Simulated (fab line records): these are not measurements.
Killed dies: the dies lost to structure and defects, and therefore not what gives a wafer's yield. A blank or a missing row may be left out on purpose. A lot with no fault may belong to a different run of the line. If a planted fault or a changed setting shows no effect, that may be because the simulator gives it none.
fab line records ; flow n5Finfet
[record] lots = 10; wafers = 28; lastDay = 18
route steps=1938 shown MOL_CONTACT_COAG@619 BEOL_M0_SAQP@634 BEOL_M4@1111 PASSIVATION@1936
lots with no fault: from the same line, run without faults
startH: start of the lot's first displayed wafer, in hours after the record's first day ; waitH: hours elapsed since this lot's preceding step ; " identical to the entry in the row above ; L1.1+2: a single row standing in for several wafers ; - no value, or no start was given ; * or withheld: withheld ; < > ~ a bound
route shown NAME@n: NAME is a module with steps in the file, n the number in the route of the first one ; usual: mean/standard deviation of fault-free wafers ; same: alike in all rows ; chamber/n: place in a boat ; sites: the reading at each site ; _std_site: their standard deviation ; _edge_site: inner sites' mean taken away from outer sites' mean ; radiusMm: for every site, how far away it sits from the centre of the wafer ; mask NAME#n: copy n ; behind: the tool/chamber that last shaped the wafer ; hold: why the lot was held/for how many hours/how that ended ; device: whichever transistor did not switch (one of n, p or np) ; end of line: tests of these same wafers at the route's end ; where a step has no rows: the recipe by itself ; killed: at the first sort, the dies lost to defects and structure; wafer yield is something else ; map: shows each die of a wafer: x if killed, . if not, _ if none is there
set.NAME: the setting that was run; set.NAME@STEP: the one run at that earlier step ; model.NAME: the simulator's own value behind a step, which no gauge read
one table for each step of the route and one row for each wafer, over a sample of lots
services: from which hour (startH, from the record's first day; less than 0 if before it) a tool's chamber was out of use, for how many hours, and why
[[steps]]
[step N5_MOL_CONTACT_COAG_STRIP_49]
[recipe] chemistry = N2/H2; timeS = 30; powerW = 1000; tempC = 250; pressureMtorr = withheld; n2FlowSccm = 1750; h2FlowSccm = 3250
[usual] drypumpMotorCurrentA = 5.6/0.54; heaterPowerW = 337/11; tempC = 250.02/0.19
lot.wafer;tool;chamber;startH;waitH;drypumpMotorCurrentA;heaterPowerW;rfHoursCounterH;tempC
L941.1;plasmaAsher-01;0;115.49;-;5.7;346;96;249.93
L941.2;plasmaAsher-01;1;115.49;-;4.7;327;96;250.49
L941.5;plasmaAsher-01;1;115.49;-;4.7;317;-;249.96
L942.1;plasmaAsher-02;0;116.32;-;6.2;327;45;250.35
L942.3;plasmaAsher-02;1;116.32;-;5.8;352;-;249.88
L942.6;plasmaAsher-02;1;116.32;-;5.8;348;-;249.75
L943.1;plasmaAsher-01;1;123.55;-;4.8;327;97;250.15
L943.4;plasmaAsher-01;1;123.55;-;4.7;329;-;250.17
L943.5;plasmaAsher-01;1;123.55;-;4.7;328;-;250.18
L944.1;plasmaAsher-02;1;130.60;-;5.8;337;48;249.71
L944.3;plasmaAsher-02;1;130.60;-;5.8;340;-;249.70
L949.2;plasmaAsher-01;1;159.84;-;4.7;315;105;249.90
L949.5;plasmaAsher-01;0;159.84;-;5.7;350;-;249.90
L949.6;plasmaAsher-01;1;159.84;-;4.7;334;-;250.08
L952.3;plasmaAsher-01;0;179.82;-;5.7;340;-;249.82
L952.4;plasmaAsher-01;1;179.82;-;4.8;315;-;250.23
L952.5;plasmaAsher-01;0;179.82;-;5.7;348;-;250.03
L953.2;plasmaAsher-01;0;184.55;-;5.7;341;110;250.29
L953.3;plasmaAsher-01;1;184.55;-;4.7;327;-;250.22
L960.4;plasmaAsher-01;0;230.73;-;5.6;344;-;250.14
L960.5;plasmaAsher-01;0;230.73;-;5.7;345;-;250.08
L960.6;plasmaAsher-01;1;230.73;-;4.7;324;-;249.97
L961.1;plasmaAsher-02;1;235.87;-;5.8;346;69;250.26
L961.3;plasmaAsher-02;0;235.87;-;6.2;338;-;249.85
L961.5;plasmaAsher-02;0;235.87;-;6.2;332;-;250.18
L962.2;plasmaAsher-01;1;240.85;-;4.8;328;118;250.09
L962.3;plasmaAsher-01;0;240.85;-;5.7;345;-;249.83
L962.6;plasmaAsher-01;0;240.85;-;5.7;341;-;249.90
[step N5_BEOL_M0_SAQP_HM_DEP_02]
[recipe] material = TiN; targetThkA = 120; tempC = 25; chamberPressurePa = 0.49996
[usual] throttleValvePct = 30.2/1.3
lot.wafer;tool;chamber;startH;waitH;throttleValvePct
L941.1;pvdSputter-01;-;144.76;0.0;29.0
L941.2;pvdSputter-01;-;144.76;0.0;30.7
L941.5;pvdSputter-01;-;144.76;0.0;30.9
L943.1;pvdSputter-03;-;145.09;0.0;30.2
L943.4;pvdSputter-03;-;145.09;0.0;29.3
L943.5;pvdSputter-03;-;145.09;0.0;33.5
L942.1;pvdSputter-02;-;145.16;0.1;30.7
L942.3;pvdSputter-02;-;145.16;0.1;30.2
L942.6;pvdSputter-02;-;145.16;0.1;29.7
L944.1;pvdSputter-01;-;145.29;0.0;30.7
L944.3;pvdSputter-01;-;145.29;0.0;31.3
L949.2;pvdSputter-03;-;166.50;0.0;27.5
L949.5;pvdSputter-03;-;166.50;0.0;33.8
L949.6;pvdSputter-03;-;166.50;0.0;30.1
L952.3;pvdSputter-01;-;186.03;1.9;29.5
L952.4;pvdSputter-01;-;186.03;1.9;30.5
L952.5;pvdSputter-01;-;186.03;1.9;31.2
L953.2;pvdSputter-01;-;189.45;0.5;30.5
L953.3;pvdSputter-01;-;189.45;0.5;28.9
L960.4;pvdSputter-02;-;236.13;1.1;30.0
L960.5;pvdSputter-02;-;236.13;1.1;31.0
L960.6;pvdSputter-02;-;236.13;1.1;29.2
L961.1;pvdSputter-03;-;240.65;0.5;29.4
L961.3;pvdSputter-03;-;240.65;0.5;33.6
L961.5;pvdSputter-03;-;240.65;0.5;30.1
L962.2;pvdSputter-03;-;245.34;0.1;27.0
L962.3;pvdSputter-03;-;245.34;0.1;33.5
L962.6;pvdSputter-03;-;245.34;0.1;33.8
[step N5_BEOL_M0_SAQP_PEB_12]
[recipe] pebTempC = withheld; pebTimeS = 60; resist = CAR-ArF
lot.wafer;tool;chamber;startH;waitH
L941.1+2+5;lithoTrack-01;0;145.63;0.1
L943.1+4+5;lithoTrack-01;0;145.85;0.1
L942.1+3+6;lithoTrack-04;0;146.01;0.1
L944.1+3;lithoTrack-04;0;146.21;0.1
L949.2+5+6;lithoTrack-04;0;167.14;0.0
L952.3+4+5;lithoTrack-04;0;186.78;0.0
L953.2+3;lithoTrack-04;0;190.07;0.0
L960.4+5+6;lithoTrack-02;0;236.75;0.0
L961.1+3+5;lithoTrack-02;0;241.27;0.1
L962.2+3+6;lithoTrack-02;0;246.09;0.0
[step N5_BEOL_M0_SAQP_CD_MEAS_14]
[recipe] targetCdNm = 42.5; landingEnergyEv = 500; detector = seInlens
[usual] cdNm = 42.4/0.37
lot.wafer;tool;chamber;startH;waitH;cdNm
L941.1;cdSem-02;0;145.69;-;42.8
L941.2;cdSem-02;0;145.69;-;42.4
L941.5;cdSem-02;0;145.69;-;42.5
L943.1;cdSem-02;0;145.91;-;42.5
L943.4;cdSem-02;0;145.91;-;42.8
L943.5;cdSem-02;0;145.91;-;43.1
L942.1;cdSem-01;0;146.08;-;42.3
L942.3;cdSem-01;0;146.08;-;41.9
L942.6;cdSem-01;0;146.08;-;41.9
L944.1;cdSem-02;0;146.28;-;42.1
L944.3;cdSem-02;0;146.28;-;42.4
L949.2;cdSem-03;0;167.20;-;42.4
L949.5;cdSem-03;0;167.20;-;42.2
L949.6;cdSem-03;0;167.20;-;42.5
L952.3;cdSem-02;0;186.85;-;42.0
L952.4;cdSem-02;0;186.85;-;42.5
L952.5;cdSem-02;0;186.85;-;44.9
L953.2;cdSem-01;0;190.14;-;44.7
L953.3;cdSem-01;0;190.14;-;42.0
L960.4;cdSem-01;0;236.82;-;42.4
L960.5;cdSem-01;0;236.82;-;42.3
L960.6;cdSem-01;0;236.82;-;42.5
L961.1;cdSem-03;0;241.34;-;43.1
L961.3;cdSem-03;0;241.34;-;42.5
L961.5;cdSem-03;0;241.34;-;43.4
L962.2;cdSem-02;0;246.16;-;42.4
L962.3;cdSem-02;0;246.16;-;42.5
L962.6;cdSem-02;0;246.16;-;41.9
[step N5_BEOL_M0_SAQP_HM_OPEN_112]
[recipe] chemistry = CHF3/O2; target = SiO2; stopOn = a-Si; targetDepthA = 120; overEtchFrac = 1.25; maskMaterial = SOC; timeS = 13.5; pressureMtorr = 30; sourceW = 650; biasW = 170; Ar_flow_sccm = 200; CHF3_flow_sccm = 50; O2_flow_sccm = 5; ionEnergyEv = 200; ends = endPoint
[usual] drypumpMotorCurrentA = 5.66/0.29; oesProductAu = 0.49/0.058; rfVppV = 528/5.2; showerheadPlenumPTorr = 2.40/0.082; throttleValvePct = 18.89/0.21
lot.wafer;tool;chamber;startH;waitH;drypumpMotorCurrentA;oesProductAu;rfHoursCounterH;rfVppV;showerheadPlenumPTorr;throttleValvePct
L941.1;rieDiel-02;1;146.59;0.0;5.82;0.44;222;525;2.49;18.85
L941.2;rieDiel-02;2;146.59;0.0;5.71;0.44;227;530;2.48;18.92
L941.5;rieDiel-02;1;146.59;0.0;5.86;0.44;-;525;2.49;18.84
L943.1;rieDiel-05;1;146.60;0.0;5.11;0.56;27;523;2.45;18.57
L943.4;rieDiel-05;0;146.60;0.0;5.33;0.49;160;532;2.41;18.76
L943.5;rieDiel-05;3;146.60;0.0;6.28;0.44;-;529;2.28;19.27
L942.1;rieDiel-04;1;146.72;0.0;5.92;0.47;159;530;2.51;18.74
L942.3;rieDiel-04;0;146.72;0.0;5.69;0.48;174;534;2.40;19.22
L942.6;rieDiel-04;0;146.72;0.0;5.68;0.49;-;533;2.40;19.22
L944.1;rieDiel-02;1;147.05;0.0;5.83;0.45;222;525;2.49;18.85
L944.3;rieDiel-02;3;147.05;0.0;5.48;0.44;247;527;2.37;19.20
L949.2;rieDiel-02;1;168.00;0.0;5.82;0.44;232;523;2.48;18.85
L949.5;rieDiel-02;3;168.00;0.0;5.48;0.44;-;526;2.37;19.21
L949.6;rieDiel-02;1;168.00;0.0;5.85;0.45;-;524;2.48;18.85
L952.3;rieDiel-02;1;187.13;0.0;5.82;0.43;240;522;2.48;18.88
L952.4;rieDiel-02;0;187.13;0.0;5.33;0.48;-;529;2.28;18.82
L952.5;rieDiel-02;1;187.13;0.0;5.84;0.44;-;524;2.48;18.87
L953.2;rieDiel-02;2;190.53;0.0;5.66;0.44;246;528;2.48;18.93
L953.3;rieDiel-02;2;190.53;0.0;5.67;0.44;-;529;2.48;18.94
L960.4;rieDiel-02;3;237.12;0.0;5.48;0.60;-;526;2.36;18.84
L960.5;rieDiel-02;2;237.12;0.0;5.68;0.64;-;529;2.47;18.51
L960.6;rieDiel-02;0;237.12;0.0;5.28;0.47;-;529;2.28;18.83
L961.1;rieDiel-02;3;241.63;0.0;5.49;0.60;9;526;2.36;18.86
L961.3;rieDiel-02;0;241.63;0.0;5.32;0.46;199;529;2.28;18.84
L961.5;rieDiel-02;0;241.63;0.0;5.34;0.47;-;528;2.28;18.86
L962.2;rieDiel-04;3;246.44;0.0;5.49;0.46;236;533;2.27;19.14
L962.3;rieDiel-04;0;246.44;0.0;5.73;0.46;202;532;2.39;19.26
L962.6;rieDiel-04;3;246.44;0.0;5.48;0.45;-;530;2.27;19.16
[step N5_BEOL_M4_RC_MEAS_101]
[usual] DIBL_N = 35.6/1.7; DIBL_P = 35.0/2; IOFF_N = 0.148/0.027; IOFF_P = 0.19/0.032; ION_N = 671/14; ION_P = 460/9.1; SS_N = 71.3/0.62; SS_P = 73.0/0.64; VT_N = 251/3.2; VT_P = -251.5/2.9
lot.wafer;tool;chamber;startH;waitH;DIBL_N[mV/V];DIBL_P[mV/V];IOFF_N[nA/um];IOFF_P[nA/um];ION_N[uA/um];ION_P[uA/um];SS_N[mV/dec];SS_P[mV/dec];VT_N[mV];VT_P[mV]
L941.1;prober-01;0;205.35;0.0;33.6;31.9;0.105;0.15;636;438;70.7;72.2;258;-257.1
L941.2;prober-01;0;205.35;0.0;34.8;34.4;0.125;0.18;660;452;70.5;73.2;251;-251.7
L941.5;prober-01;0;205.35;0.0;35.2;33.7;0.122;0.17;650;452;70.6;72.0;254;-253.8
L944.1;prober-02;0;206.69;0.0;35.8;35.7;0.130;0.19;668;468;71.9;73.4;254;-254.1
L944.3;prober-02;0;206.69;0.0;36.6;36.2;0.139;0.19;668;458;72.6;73.5;254;-254.3
L942.1;prober-01;0;207.20;0.0;38.2;38.9;0.168;0.20;692;473;72.1;73.6;250;-252.7
L942.3;prober-01;0;207.20;0.0;38.3;39.4;0.180;0.22;685;466;71.9;73.4;248;-253.7
L942.6;prober-01;0;207.20;0.0;37.6;38.2;0.164;0.20;687;465;71.9;73.0;249;-252.6
L943.1;prober-01;0;244.91;0.0;33.9;34.3;0.132;0.17;655;446;70.6;72.2;255;-254.2
L943.4;prober-01;0;244.91;0.0;31.4;32.1;0.109;0.15;667;453;70.2;71.5;253;-253.2
L943.5;prober-01;0;244.91;0.0;32.5;33.4;0.121;0.16;668;458;70.2;72.0;252;-253.3
L949.2;prober-01;0;249.09;0.6;34.4;36.7;0.149;0.25;679;471;71.1;74.1;249;-246.7
L949.5;prober-01;0;249.09;0.6;31.1;31.3;0.094;0.16;650;460;71.0;71.8;257;-249.5
L949.6;prober-01;0;249.09;0.6;35.0;36.3;0.163;0.24;687;472;71.4;73.4;248;-247.2
L952.3;prober-01;0;275.81;0.3;34.1;32.5;0.126;0.17;673;468;70.2;72.2;252;-252.6
L952.4;prober-01;0;275.81;0.3;36.7;35.3;0.179;0.22;701;476;70.7;73.4;244;-248.5
L952.5;prober-01;0;275.81;0.3;35.3;33.7;0.135;0.19;669;463;70.7;72.8;251;-252.8
L953.2;prober-02;0;277.07;0.2;38.8;36.7;0.158;0.19;668;450;70.9;74.1;253;-254.5
L953.3;prober-02;0;277.07;0.2;38.5;36.0;0.165;0.19;660;447;72.1;73.2;252;-252.7
L960.4;prober-02;0;308.85;0.5;34.3;32.5;0.125;0.17;661;453;71.1;72.1;250;-253.9
L960.5;prober-02;0;308.85;0.5;36.1;34.7;0.166;0.21;677;458;71.4;72.9;245;-248.5
L960.6;prober-02;0;308.85;0.5;33.4;31.5;0.114;0.16;662;460;70.9;71.8;254;-254.1
L962.2;prober-02;0;321.94;0.2;37.7;37.6;0.200;0.22;701;468;71.8;74.1;246;-253.1
L962.3;prober-02;0;321.94;0.2;35.9;35.5;0.155;0.19;679;458;71.2;73.3;249;-251.3
L962.6;prober-02;0;321.94;0.2;36.3;36.0;0.166;0.20;681;456;71.3;73.6;245;-250.3
L961.1;prober-01;0;322.01;0.0;37.0;37.4;0.156;0.22;677;472;71.3;73.3;250;-251.2
L961.3;prober-01;0;322.01;0.0;36.2;35.8;0.144;0.18;680;464;71.2;72.3;251;-253.6
L961.5;prober-01;0;322.01;0.0;34.6;33.7;0.120;0.16;668;462;69.9;72.6;254;-252.9
[step N5_PASSIVATION_PROBE_49]
[usual] defectLimitedYield = 91.2/1.6; killed_at_M0_to_M3 = 35/11; killed_at_M4_up = 14/5.4; killedAtContacts = 13/6; killedAtFrontEnd = 38/11; killedAtOther = 3.4/2.6; killedDies = 104/19; killedOpen = 68/13; killedShort = 34/8.5; sort_bin_5_function = 5.1/1; sort_bin_6_memory = 3.3/0.72; sort_bin_8_speed = 0.1/0.9; sortNPass = 1075/22; sortYieldPct = 91.1/1.9
[same] grossDies = 1180; killedAtBackSide = 0; sort_bin_4_leakage[%] = 0
lot.wafer;tool;chamber;startH;waitH;defectLimitedYield[%];killed_at_M0_to_M3;killed_at_M4_up;killedAtContacts;killedAtFrontEnd;killedAtOther;killedDies;killedOpen;killedShort;sort_bin_5_function[%];sort_bin_6_memory[%];sort_bin_8_speed[%];sortNPass;sortYieldPct[%]
L941.1;prober-01;-;319.38;0.0;91.0;35;24;14;31;2;106;63;42;5.8;3.0;8.8;970;82.2
L941.2;prober-01;-;319.43;0.1;90.8;43;17;19;27;3;109;68;37;6.0;2.8;0;1071;90.8
L941.5;prober-01;-;319.58;0.2;91.8;27;13;17;39;1;97;65;31;4.2;3.9;0;1083;91.8
L944.1;prober-01;-;321.35;0.0;89.4;48;17;15;42;3;125;85;36;6.8;3.1;0;1055;89.4
L944.3;prober-01;-;321.45;0.1;91.4;41;14;9;38;0;102;74;28;4.8;3.6;0;1078;91.4
L942.1;prober-02;-;332.81;0.0;91.8;33;8;17;35;4;97;67;29;5.7;2.1;0;1083;91.8
L942.3;prober-02;-;332.91;0.1;91.2;40;9;16;36;3;104;65;35;5.0;2.9;0;1076;91.2
L942.6;prober-02;-;333.06;0.3;90.3;46;16;20;32;1;115;73;35;5.6;3.5;0;1065;90.3
L949.2;prober-02;-;355.92;0.1;91.9;31;11;11;39;4;96;72;23;4.2;3.6;0;1084;91.9
L949.5;prober-02;-;356.07;0.2;89.7;44;21;7;44;5;121;82;39;6.4;3.6;0.1;1058;89.7
L949.6;prober-02;-;356.12;0.3;87.6;57;23;12;50;4;146;95;49;7.0;4.9;0;1034;87.6
L952.5;prober-01;-;395.76;0.2;91.2;45;15;9;29;6;104;68;31;5.4;2.7;0;1076;91.2
L960.4;prober-01;-;422.32;0.6;92.3;26;15;10;37;3;91;62;29;4.2;3.4;0;1089;92.3
L960.5;prober-01;-;422.37;0.6;94.3;21;10;2;34;0;67;50;17;3.5;2.0;0;1113;94.3
L960.6;prober-01;-;422.42;0.7;93.0;16;21;18;26;2;83;61;21;4.2;2.7;0;1097;93.0
L961.1;prober-01;-;436.53;0.0;91.6;23;20;3;50;3;99;71;27;4.4;3.4;0;1081;91.6
L961.3;prober-01;-;436.63;0.1;91.5;36;19;12;33;0;100;73;26;5.3;3.0;0;1080;91.5
L961.5;prober-01;-;436.73;0.2;92.3;18;11;10;52;0;91;64;27;4.3;3.2;0;1089;92.3
// killed by level:class
L941.1 BEOL_M5:geometricParticle:open=11 MOL_CONTACT_COAG:geometricParticle:open=10 STI_FIN_REVEAL:geometricParticle:open=7 BEOL_M0_SAQP:geometricParticle:short=7 BEOL_M0_SAQP:geometricParticle:open=7 BEOL_M3:geometricParticle:open=7 STARTING-WAFER:geometricParticle:short=6 BEOL_M3:geometricParticle:short=5
L941.2 MOL_CONTACT_COAG:geometricParticle:open=13 BEOL_M3:geometricParticle:open=12 BEOL_M0_SAQP:geometricParticle:open=8 BEOL_M0_SAQP:geometricParticle:short=7 BEOL_M2:geometricParticle:open=7 FIN_SAQP:geometricParticle:short=6 FIN_SAQP:geometricParticle:open=6 GATE_CUT:geometricParticle:short=6
L941.5 STI_FIN_REVEAL:geometricParticle:open=12 MOL_CONTACT_COAG:geometricParticle:open=12 BEOL_M1:geometricParticle:open=10 FIN_SAQP:geometricParticle:short=5 MOL_CONTACT_COAG:geometricParticle:short=5 BEOL_M0_SAQP:geometricParticle:short=4 BEOL_M1:geometricParticle:short=4 STARTING-WAFER:geometricParticle:open=4
L944.1 BEOL_M2:geometricParticle:open=14 MOL_CONTACT_COAG:geometricParticle:open=11 FIN_SAQP:geometricParticle:open=8 BEOL_M1:geometricParticle:open=8 BEOL_M4:geometricParticle:open=7 BEOL_M0_SAQP:geometricParticle:open=6 STI_FIN_REVEAL:geometricParticle:open=6 BEOL_M0:geometricParticle:open=6
L944.3 BEOL_M0_SAQP:geometricParticle:open=10 STI_FIN_REVEAL:geometricParticle:open=8 FIN_SAQP:geometricParticle:open=7 MOL_CONTACT_COAG:geometricParticle:open=7 BEOL_M0_SAQP:geometricParticle:short=7 BEOL_M2:geometricParticle:open=7 BEOL_M0:geometricParticle:open=7 BEOL_M4:geometricParticle:open=7
L942.1 BEOL_M0_SAQP:geometricParticle:open=13 MOL_CONTACT_COAG:geometricParticle:open=9 DUMMY_GATE:geometricParticle:open=8 MOL_CONTACT_COAG:geometricParticle:short=8 FIN_SAQP:geometricParticle:open=6 STARTING-WAFER:geometricParticle:open=6 BEOL_M1:geometricParticle:open=6 BEOL_M0_SAQP:geometricParticle:short=5
L942.3 STI_FIN_REVEAL:geometricParticle:open=11 MOL_CONTACT_COAG:geometricParticle:open=10 BEOL_M1:geometricParticle:open=10 BEOL_M2:geometricParticle:open=9 BEOL_M1:geometricParticle:short=7 MOL_CONTACT_COAG:geometricParticle:short=6 FIN_SAQP:geometricParticle:short=5 GATE_CUT:geometricParticle:short=5
L942.6 MOL_CONTACT_COAG:geometricParticle:open=16 BEOL_M0_SAQP:geometricParticle:short=11 BEOL_M2:geometricParticle:open=11 BEOL_M1:geometricParticle:open=8 BEOL_M4:geometricParticle:open=8 FIN_SAQP:geometricParticle:short=5 STI_FIN_REVEAL:geometricParticle:open=5 BEOL_M3:geometricParticle:open=5
L949.2 BEOL_M0_SAQP:geometricParticle:open=11 MOL_CONTACT_COAG:geometricParticle:open=9 DUMMY_GATE:geometricParticle:open=8 FIN_SAQP:geometricParticle:open=5 STI_FIN_REVEAL:geometricParticle:open=5 STARTING-WAFER:geometricParticle:short=5 GATE_CUT:geometricParticle:short=4 GATE_CUT:geometricParticle:open=4
L949.5 FIN_SAQP:geometricParticle:open=15 STI_FIN_REVEAL:geometricParticle:open=10 FIN_SAQP:geometricParticle:short=9 BEOL_M0_SAQP:geometricParticle:open=9 BEOL_M2:geometricParticle:open=8 BEOL_M0_SAQP:geometricParticle:short=7 BEOL_M4:geometricParticle:open=7 MOL_CONTACT_COAG:geometricParticle:open=6
L949.6 FIN_SAQP:geometricParticle:open=12 BEOL_M0_SAQP:geometricParticle:short=11 MOL_CONTACT_COAG:geometricParticle:open=10 BEOL_M2:geometricParticle:open=9 FIN_SAQP:geometricParticle:short=8 BEOL_M0_SAQP:geometricParticle:open=8 BEOL_M1:geometricParticle:open=8 BEOL_M5:geometricParticle:open=8
L952.5 STI_FIN_REVEAL:geometricParticle:open=9 BEOL_M0_SAQP:geometricParticle:short=9 BEOL_M0_SAQP:geometricParticle:open=9 MOL_CONTACT_COAG:geometricParticle:open=7 BEOL_M3:geometricParticle:open=6 DUMMY_GATE:geometricParticle:open=5 BEOL_M1:geometricParticle:open=5 BEOL_M2:geometricParticle:open=5
L960.4 FIN_SAQP:geometricParticle:open=11 MOL_CONTACT_COAG:geometricParticle:open=10 FIN_SAQP:geometricParticle:short=6 BEOL_M2:geometricParticle:open=6 BEOL_M0:geometricParticle:open=5 STI_FIN_REVEAL:geometricParticle:open=4 DUMMY_GATE:geometricParticle:open=4 BEOL_M3:geometricParticle:open=4
L960.5 STI_FIN_REVEAL:geometricParticle:open=12 FIN_SAQP:geometricParticle:short=6 BEOL_M0:geometricParticle:open=6 BEOL_M2:geometricParticle:open=6 STARTING-WAFER:geometricParticle:open=5 FIN_SAQP:geometricParticle:open=4 BEOL_M4:geometricParticle:open=4 BEOL_M0_SAQP:geometricParticle:short=3
L960.6 MOL_CONTACT_COAG:geometricParticle:open=16 BEOL_M4:geometricParticle:open=11 BEOL_M0_SAQP:geometricParticle:short=7 STI_FIN_REVEAL:geometricParticle:open=5 DUMMY_GATE:geometricParticle:open=5 FIN_SAQP:geometricParticle:open=4 BEOL_M2:geometricParticle:open=4 GATE_CUT:geometricParticle:short=3
L961.1 STI_FIN_REVEAL:geometricParticle:open=19 BEOL_M4:geometricParticle:open=10 FIN_SAQP:geometricParticle:open=8 BEOL_M1:geometricParticle:open=8 FIN_SAQP:geometricParticle:short=5 GATE_CUT:geometricParticle:short=5 BEOL_M0:geometricParticle:open=5 STARTING-WAFER:geometricParticle:short=4
L961.3 BEOL_M3:geometricParticle:open=12 MOL_CONTACT_COAG:geometricParticle:open=11 BEOL_M4:geometricParticle:open=9 STI_FIN_REVEAL:geometricParticle:open=7 BEOL_M2:geometricParticle:open=7 GATE_CUT:geometricParticle:short=5 BEOL_M0_SAQP:geometricParticle:short=5 BEOL_M0_SAQP:geometricParticle:open=5
L961.5 STI_FIN_REVEAL:geometricParticle:open=13 FIN_SAQP:geometricParticle:open=9 FIN_SAQP:geometricParticle:short=8 BEOL_M1:geometricParticle:open=8 BEOL_M4:geometricParticle:open=8 MOL_CONTACT_COAG:geometricParticle:open=6 BEOL_M3:geometricParticle:open=5 GATE_CUT:geometricParticle:open=4
[[services]]
tool;chamber;startH;hours;kind
rieDiel-05;2;115.35;6.4;repair
rieDiel-04;3;129.24;4.7;repair
rieDiel-05;3;129.79;4.6;repair
rieDiel-02;3;158.29;9.1;repair
lithoTrack-02;-;158.61;-;consumableReplace:filter
pvdSputter-02;-;159.51;2.8;repair
plasmaAsher-02;-;184.19;3.2;repair
rieDiel-02;3;186.90;-;clean
rieDiel-02;3;186.90;-;consumableReplace:focusRing
rieDiel-02;3;186.90;19.3;scheduledDown
rieDiel-02;3;186.90;19.3;ventCycle
rieDiel-02;1;189.70;2.6;repair
rieDiel-02;2;206.43;-;clean
rieDiel-02;2;206.43;-;consumableReplace:focusRing
rieDiel-02;2;206.43;20.5;scheduledDown
rieDiel-02;2;206.43;20.5;ventCycle
pvdSputter-02;-;207.13;4.6;repair
rieDiel-04;0;207.73;1.7;repair
rieDiel-02;1;228.55;-;clean
rieDiel-02;1;228.55;-;consumableReplace:focusRing
rieDiel-02;1;228.55;24.3;scheduledDown
rieDiel-02;1;228.55;24.3;ventCycle
pvdSputter-03;-;239.40;1.2;repair
rieDiel-04;2;240.24;10.5;repair
[[key]]
[firstSign] step = N5_BEOL_M0_SAQP_CD_MEAS_14; reading = cdNm; direction = up; sigmas = 6.5; usual = 42.4; struck = 44.8
effect none on later readings
metAt N5_BEOL_M0_SAQP_PEB_12
struckLots L952,L953
struckWafers L952.5,L953.2
notActingAt N5_MOL_CONTACT_COAG_STRIP_49,N5_BEOL_M0_SAQP_HM_DEP_02,N5_BEOL_M0_SAQP_HM_OPEN_112
onsetBetween 167.14 186.78
[fault] kind = processParameterDrift; tool = lithoTrack-04; chamber = -; onsetH = 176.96; steps = N5_BEOL_M0_SAQP_PEB_12; channel = pebTimeS; offset = *; shape = step; endH = 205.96; scope = struckWafersOnly; actsIn = *; stated = *
